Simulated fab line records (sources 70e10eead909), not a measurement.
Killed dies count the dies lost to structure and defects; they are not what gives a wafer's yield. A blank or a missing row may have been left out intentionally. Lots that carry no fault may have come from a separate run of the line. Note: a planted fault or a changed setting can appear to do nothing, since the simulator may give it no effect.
fab line records ; flow nand_harc ; part 2 of 2: steps 5 to 6 of 6
record lots=24; wafers=72; last_day=33
route steps=1302 shown A_SGD_CUT@919 A_SLIT@934 A_WL_FILL@958
lots that met no fault: taken from a fault-free run of the same line
start_h: hours from the record's first day to the start of the lot's first wafer shown ; wait_h: hours since the lot's step before ; " same as the row above ; L1.1+2: a row that stands for several wafers ; - no value present, or no start provided ; * or withheld: withheld ; < > ~ a bound
route shown NAME@n: NAME is a module with steps in the file, n the number in the route of the first one ; usual: mean/standard deviation taken from wafers without a fault ; same: alike in all rows ; chamber/n: place in a boat ; sites: each site's reading ; _std_site: their standard deviation ; _edge_site: outer sites' mean less inner sites' ; radius_mm: for every site, how far away it sits from the centre of the wafer ; mask NAME#n: copy n ; behind: the most recent tool/chamber to have shaped the wafer ; hold: what put the lot on hold/how long, in hours/how the hold closed ; device: the n, p or np transistor that did not switch ; end of line: tests run on the same wafers once the route is complete ; for a step that has no rows: nothing shown but its recipe ; killed: dies lost to structure and defects at the first sort, not the wafer's yield ; map: a wafer's dies, marking killed ones x, the rest . and places with no die _
set.NAME: the setting that was run; set.NAME@STEP: the one run at that earlier step ; model.NAME: the simulator's own value behind a step, which no gauge read
a sample of lots followed through the steps of the route, with each step as a table and each wafer as a row
services: when a tool's chamber went out of use (start_h, in hours from the record's first day, below 0 if earlier), for how many hours, and the reason
## steps
# step NHARC_A_SLIT_STRIP_18
# recipe o2_flow_sccm=500; ar_flow_sccm=0; bias_w=0; chemistry=O2
# usual drypump_motor_current_A=5.6/0.42; oes_product_au=0.995/0.0095; rf_vpp_V=57.6/0.99; showerhead_plenum_p_Torr=3.50/0.12; throttle_valve_pct=17.036/0.0082
lot.wafer;tool;chamber;start_h;wait_h;drypump_motor_current_A;oes_product_au;rf_hours_counter_h;rf_vpp_V;showerhead_plenum_p_Torr;throttle_valve_pct
L074.4;rie_diel-09;1;-;-;5.8;0.977;5;59.0;3.71;17.035
L074.6;rie_diel-09;2;-;-;4.7;0.996;-;56.9;3.49;17.031
L074.5;rie_diel-09;3;-;-;5.1;0.988;-;56.9;3.38;17.033
L077.3;rie_diel-09;3;-;-;5.1;0.995;6;57.4;3.38;17.046
L077.6;rie_diel-09;0;-;-;5.8;0.988;-;56.7;3.42;17.039
L077.5;rie_diel-09;1;-;-;5.8;0.981;-;58.3;3.71;17.036
L075.4;rie_diel-09;0;-;-;5.8;0.989;7;58.5;3.42;17.031
L075.3;rie_diel-09;1;-;-;5.8;0.973;8;59.4;3.71;17.033
L075.6;rie_diel-09;1;-;-;5.8;0.971;-;57.5;3.71;17.043
L076.1;rie_diel-04;3;-;-;5.4;1.004;8;56.9;3.56;17.035
L076.2;rie_diel-04;0;-;-;5.8;0.989;9;58.0;3.53;17.034
L076.6;rie_diel-04;2;-;-;5.8;0.995;-;56.4;3.32;17.039
L078.4;rie_diel-04;3;-;-;5.4;1.000;9;57.0;3.56;17.035
L078.3;rie_diel-04;1;-;-;6.2;0.992;9;56.5;3.42;17.029
L078.5;rie_diel-04;2;-;-;5.7;1.006;-;57.0;3.32;17.046
L079.2;rie_diel-04;0;-;-;5.8;0.991;11;57.1;3.53;17.052
L079.4;rie_diel-04;3;-;-;5.4;1.000;10;58.7;3.56;17.035
L079.5;rie_diel-04;0;-;-;5.8;0.987;-;58.0;3.53;17.037
L080.2;rie_diel-04;1;-;-;6.2;0.986;10;56.9;3.42;17.026
L080.3;rie_diel-04;2;-;-;5.7;0.995;9;57.5;3.32;17.038
L080.1;rie_diel-04;0;-;-;5.8;0.987;11;56.7;3.53;17.048
L081.1;rie_diel-09;1;-;-;5.8;0.995;1;57.1;3.71;17.034
L081.3;rie_diel-09;3;-;-;5.1;0.985;1;56.5;3.38;17.040
L081.5;rie_diel-09;1;-;-;5.8;0.993;-;59.3;3.71;17.041
L082.3;rie_diel-02;0;-;-;5.6;1.012;8;58.2;3.71;17.035
L082.4;rie_diel-02;2;-;-;5.4;1.009;7;57.8;3.62;17.048
L082.5;rie_diel-02;3;-;-;5.2;1.005;-;58.6;3.66;17.039
L085.2;rie_diel-04;1;-;-;6.2;0.979;1;58.0;3.42;17.021
L085.5;rie_diel-04;3;-;-;5.4;0.999;-;57.5;3.56;17.028
L085.6;rie_diel-04;0;-;-;5.8;1.001;-;56.9;3.53;17.036
L084.2;rie_diel-04;1;-;-;6.2;0.979;1;57.4;3.42;17.040
L084.4;rie_diel-04;2;-;-;5.7;1.002;1;58.4;3.32;17.025
L084.6;rie_diel-04;1;-;-;6.2;0.978;-;56.8;3.42;17.026
L083.4;rie_diel-02;2;-;-;5.4;1.013;8;57.0;3.62;17.024
L083.3;rie_diel-02;3;-;-;5.1;0.998;9;59.2;3.66;17.038
L083.6;rie_diel-02;3;-;-;5.2;1.004;-;56.8;3.66;17.036
L086.4;rie_diel-04;1;-;-;6.2;0.980;3;57.1;3.42;17.043
L086.2;rie_diel-04;2;-;-;5.7;0.997;3;58.5;3.32;17.027
L086.1;rie_diel-04;3;-;-;5.4;1.005;3;57.4;3.56;17.031
L087.3;rie_diel-02;3;-;-;5.2;0.985;2;58.1;3.66;17.051
L087.6;rie_diel-02;2;-;-;5.4;0.984;-;58.0;3.62;17.046
L087.5;rie_diel-02;3;-;-;5.2;0.994;-;58.1;3.66;17.027
L088.3;rie_diel-04;0;-;-;5.8;1.006;4;56.8;3.52;17.035
L088.4;rie_diel-04;2;-;-;5.7;1.004;5;56.7;3.32;17.049
L088.5;rie_diel-04;0;-;-;5.8;0.996;-;56.3;3.52;17.031
L090.3;rie_diel-02;1;-;-;6.4;1.007;3;57.4;3.48;17.034
L090.4;rie_diel-02;2;-;-;5.4;0.995;2;58.5;3.62;17.037
L090.6;rie_diel-02;2;-;-;5.5;0.988;-;58.1;3.62;17.037
L089.1;rie_diel-09;1;-;-;5.8;0.997;6;57.4;3.71;17.050
L089.3;rie_diel-09;2;-;-;4.8;0.985;6;59.9;3.48;17.039
L089.5;rie_diel-09;0;-;-;5.8;1.001;-;57.5;3.42;17.054
L091.2;rie_diel-04;3;-;-;5.4;0.994;5;57.3;3.56;17.032
L091.4;rie_diel-04;0;-;-;5.8;0.995;4;57.1;3.52;17.049
L091.1;rie_diel-04;2;-;-;5.7;1.001;5;57.4;3.32;17.031
L092.3;rie_diel-04;3;-;-;5.4;1.008;6;57.5;3.56;17.019
L092.1;rie_diel-04;2;-;-;5.7;1.000;6;56.4;3.32;17.041
L092.5;rie_diel-04;3;-;-;5.4;1.013;-;58.9;3.55;17.029
L094.3;rie_diel-04;1;-;-;6.2;0.993;6;56.4;3.42;17.036
L094.2;rie_diel-04;2;-;-;5.7;1.001;7;57.2;3.32;17.040
L094.1;rie_diel-04;0;-;-;5.8;0.999;6;57.4;3.52;17.032
L093.4;rie_diel-04;2;-;-;5.7;0.998;7;57.2;3.32;17.040
L093.5;rie_diel-04;2;-;-;5.7;0.998;-;57.5;3.32;17.032
L093.6;rie_diel-04;3;-;-;5.4;1.000;-;56.3;3.55;17.016
L095.1;rie_diel-09;1;-;-;5.8;1.002;9;58.5;3.71;17.036
L095.4;rie_diel-09;0;-;-;5.8;1.004;8;59.1;3.42;17.019
L095.6;rie_diel-09;2;-;-;4.7;0.987;-;58.7;3.48;17.032
L096.2;rie_diel-04;0;-;-;5.8;0.994;8;56.8;3.52;17.042
L096.5;rie_diel-04;1;-;-;6.2;0.982;-;57.0;3.42;17.034
L096.6;rie_diel-04;2;-;-;5.7;1.004;-;57.6;3.32;17.025
L097.3;rie_diel-09;3;-;-;5.1;1.006;0;58.3;3.37;17.041
L097.2;rie_diel-09;0;-;-;5.8;1.011;0;56.9;3.41;17.030
L097.5;rie_diel-09;2;-;-;4.8;0.996;-;57.2;3.48;17.047
# step NHARC_A_WL_FILL_ETCHBACK_05
# recipe target_depth_a=220; time_s=60; temp_c=40; chemistry=Cl2/BCl3
# usual drypump_motor_current_A=5.6/0.45; oes_product_au=1.002/0.0086
lot.wafer;tool;chamber;start_h;wait_h;drypump_motor_current_A;oes_product_au;rf_hours_counter_h
L074.4;rie_metal-03;1;470.54;0.2;5.9;0.989;-
L074.5;rie_metal-03;0;470.54;0.2;4.8;1.003;-
L074.6;rie_metal-03;1;470.54;0.2;5.9;0.987;-
L077.3;rie_metal-03;1;484.04;0.2;5.9;0.998;-
L077.5;rie_metal-03;1;484.04;0.2;5.9;1.000;-
L077.6;rie_metal-03;0;484.04;0.2;4.8;1.010;-
L075.4;rie_metal-02;1;488.15;0.2;6.2;1.015;-
L075.3;rie_metal-02;0;488.15;0.2;5.7;1.004;-
L075.6;rie_metal-02;0;488.15;0.2;5.7;1.006;-
L076.2;rie_metal-03;0;488.30;0.2;4.8;1.003;2.9
L076.1;rie_metal-03;1;488.30;0.2;5.9;0.993;2.3
L076.6;rie_metal-03;1;488.30;0.2;5.9;0.990;-
L078.3;rie_metal-03;1;501.14;0.2;5.9;0.991;-
L078.4;rie_metal-03;0;501.14;0.2;4.8;0.997;-
L078.5;rie_metal-03;1;501.14;0.2;5.9;1.002;-
L079.2;rie_metal-01;1;507.72;0.2;5.3;1.012;2.4
L079.4;rie_metal-01;0;507.72;0.2;5.6;0.990;-
L079.5;rie_metal-01;1;507.72;0.2;5.4;1.019;-
L080.2;rie_metal-02;1;507.87;0.2;6.2;1.028;1.2
L080.1;rie_metal-02;0;507.87;0.2;5.7;1.003;1.2
L080.3;rie_metal-02;0;507.87;0.2;5.7;0.996;-
L081.1;rie_metal-01;0;537.89;0.2;5.6;1.000;1.7
L081.3;rie_metal-01;1;537.89;0.2;5.4;1.021;-
L081.5;rie_metal-01;0;537.89;0.2;5.6;1.011;-
L082.3;rie_metal-02;1;537.95;0.2;6.1;1.010;-
L082.4;rie_metal-02;0;537.95;0.2;5.7;0.996;-
L082.5;rie_metal-02;1;537.95;0.2;6.2;1.005;-
L085.2;rie_metal-02;0;563.98;0.2;5.7;0.995;1.8
L085.5;rie_metal-02;1;563.98;0.2;6.1;1.016;-
L085.6;rie_metal-02;0;563.98;0.2;5.7;0.997;-
L084.2;rie_metal-03;0;564.16;0.2;4.8;0.998;0.6
L084.4;rie_metal-03;1;564.16;0.2;5.9;1.017;-
L084.6;rie_metal-03;0;564.16;0.2;4.8;0.988;-
L083.3;rie_metal-01;0;574.24;0.2;5.6;1.000;-
L083.4;rie_metal-01;1;574.24;0.2;5.4;1.020;-
L083.6;rie_metal-01;0;574.24;0.2;5.6;1.006;-
L086.1;rie_metal-01;1;584.91;0.4;5.3;1.014;0.3
L086.2;rie_metal-01;1;584.91;0.4;5.4;0.997;-
L086.4;rie_metal-01;1;584.91;0.4;5.4;1.013;-
L087.3;rie_metal-02;0;596.75;0.1;5.7;0.993;-
L087.6;rie_metal-02;1;596.75;0.1;6.2;0.989;-
L087.5;rie_metal-02;0;596.75;0.1;5.7;1.007;-
L088.3;rie_metal-02;1;618.66;0.1;6.2;1.004;-
L088.4;rie_metal-02;0;618.66;0.1;5.8;0.998;-
L088.5;rie_metal-02;1;618.66;0.1;6.2;1.001;-
L090.4;rie_metal-03;0;619.01;0.2;4.8;1.002;-
L090.3;rie_metal-03;1;619.01;0.2;6.0;1.013;-
L090.6;rie_metal-03;0;619.01;0.2;4.8;0.992;-
L091.1;rie_metal-02;1;622.36;0.2;6.1;1.017;3.2
L091.2;rie_metal-02;0;622.36;0.2;5.7;0.996;3.2
L091.4;rie_metal-02;1;622.36;0.2;6.1;1.003;-
L089.1;rie_metal-03;0;622.53;0.2;4.8;0.999;1.7
L089.3;rie_metal-03;0;622.53;0.2;4.8;1.001;-
L089.5;rie_metal-03;1;622.53;0.2;5.9;1.000;-
L092.1;rie_metal-02;0;646.89;0.2;5.7;1.005;0.1
L092.3;rie_metal-02;1;646.89;0.2;6.2;1.005;-
L092.5;rie_metal-02;1;646.89;0.2;6.2;0.997;-
L094.1;rie_metal-03;1;658.86;0.2;6.0;1.013;2.4
L094.2;rie_metal-03;0;658.86;0.2;4.8;1.011;2.4
L094.3;rie_metal-03;0;658.86;0.2;4.8;1.003;-
L093.4;rie_metal-01;1;661.57;0.2;5.4;1.003;-
L093.6;rie_metal-01;1;661.57;0.2;5.3;1.010;-
L093.5;rie_metal-01;0;661.57;0.2;5.6;1.007;-
L095.1;rie_metal-01;1;673.65;0.2;5.4;1.005;1.9
L095.4;rie_metal-01;0;673.65;0.2;5.6;0.996;-
L095.6;rie_metal-01;0;673.65;0.2;5.6;1.007;-
L096.2;rie_metal-03;1;687.45;0.2;6.0;0.994;3.0
L096.6;rie_metal-03;0;687.45;0.2;4.8;0.999;-
L096.5;rie_metal-03;1;687.45;0.2;6.0;1.001;-
L097.2;rie_metal-01;0;694.37;0.2;5.6;0.987;1.0
L097.3;rie_metal-01;0;694.37;0.2;5.6;0.996;-
L097.5;rie_metal-01;1;694.37;0.2;5.3;0.990;-
## services
tool;chamber;start_h;hours;kind
rie_metal-03;1;428.45;4.7;repair
rie_diel-09;3;428.65;2.7;repair
rie_diel-02;0;437.00;14.2;repair
rie_diel-04;3;441.13;3.1;repair
rie_metal-02;-;454.00;9.0;pm
rie_diel-04;1;457.37;7.6;repair
rie_metal-03;-;458.93;1.7;repair
rie_diel-09;-;497.10;9.0;pm
rie_diel-13;-;519.00;9.0;pm
rie_metal-03;-;519.00;9.0;pm
rie_metal-03;1;531.61;3.8;repair
rie_diel-04;-;531.97;9.0;pm
rie_diel-04;-;544.41;2.6;repair
rie_diel-02;3;558.74;4.6;repair
rie_diel-02;-;570.85;9.0;pm
rie_diel-04;-;572.88;0.6;repair
rie_diel-09;2;575.44;5.1;repair
rie_diel-13;2;578.29;4.9;repair
rie_metal-03;-;595.99;0.7;repair
rie_diel-09;3;609.11;21.1;repair
rie_diel-04;3;616.85;15.6;repair
rie_diel-13;0;629.70;9.9;repair
rie_metal-03;0;672.35;2.1;repair
rie_diel-09;-;674.10;9.0;pm
